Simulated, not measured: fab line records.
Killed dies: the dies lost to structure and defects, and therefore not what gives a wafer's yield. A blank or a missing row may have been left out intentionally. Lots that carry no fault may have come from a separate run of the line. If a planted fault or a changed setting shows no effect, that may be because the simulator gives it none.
Chamber matching :: flow nand harc :: NHARC_A_CONTACT_CMP_20 on cmp-04: 4 sister chambers
The step polishes, t overpolish 30 s, target thk 300 nm. 8 wafers are shown with their chamber, then 8 later ones without.

WAFERS WITH THEIR CHAMBER
wafer: L079.5
chamber: 0
motor current A (A): 10.7
time to endpoint s (s): 57

wafer: L082.1
chamber: 3
motor current A (A): 12.6
time to endpoint s (s): 61

wafer: L082.5
chamber: 1
motor current A (A): 11.2
time to endpoint s (s): 57

wafer: L083.3
chamber: 3
motor current A (A): 12.7
time to endpoint s (s): 60

wafer: L085.2
chamber: 2
motor current A (A): 11.4
time to endpoint s (s): 62

wafer: L085.3
chamber: 1
motor current A (A): 11.4
time to endpoint s (s): 58

wafer: L085.5
chamber: 0
motor current A (A): 11.3
time to endpoint s (s): 63

wafer: L086.2
chamber: 2
motor current A (A): 11.4
time to endpoint s (s): 67

WAFERS WHOSE CHAMBER IS MISSING
wafer: L086.5
motor current A (A): 11.4
time to endpoint s (s): 58

wafer: L086.6
motor current A (A): 11.7
time to endpoint s (s): 61

wafer: L092.1
motor current A (A): 10.8
time to endpoint s (s): 58

wafer: L092.3
motor current A (A): 10.9
time to endpoint s (s): 60

wafer: L092.4
motor current A (A): 13.1
time to endpoint s (s): 57

wafer: L093.1
motor current A (A): 11.6
time to endpoint s (s): 63

wafer: L093.4
motor current A (A): 12.9
time to endpoint s (s): 65

wafer: L093.6
motor current A (A): 10.6
time to endpoint s (s): 64

EACH ONE'S CHAMBER
wafer: L086.5
from the rows above: can't be placed: 1 or 0 or 2
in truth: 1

wafer: L086.6
from the rows above: can't be placed: 2 or 1 or 0
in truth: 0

wafer: L092.1
from the rows above: can't be placed: 0 or 1
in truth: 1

wafer: L092.3
from the rows above: can't be placed: 0 or 1
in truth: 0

wafer: L092.4
from the rows above: 3
in truth: 3

wafer: L093.1
from the rows above: can't be placed: 2 or 1 or 0
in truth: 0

wafer: L093.4
from the rows above: 3
in truth: 3

wafer: L093.6
from the rows above: can't be placed: 0 or 2 or 1
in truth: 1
Placed correctly: 2 of 8. From these rows, 6 cannot be placed; in 6 the true chamber is one of the candidates. 0 placed wrongly.
How it was worked out, from the rows above alone: a wafer's distance from a chamber is the root of the sum, over the readings, of the square of ((its reading less the chamber's mean) divided by the reading's scatter). The wafer belongs to the nearest chamber; if the next one is less than 2 further off, it can't be placed. For every chamber, the mean is computed from those of its wafers that are shown. The scatter: the root of (the sum of the squares of (reading less its chamber's mean) over the shown wafers, divided by (wafers less chambers)).
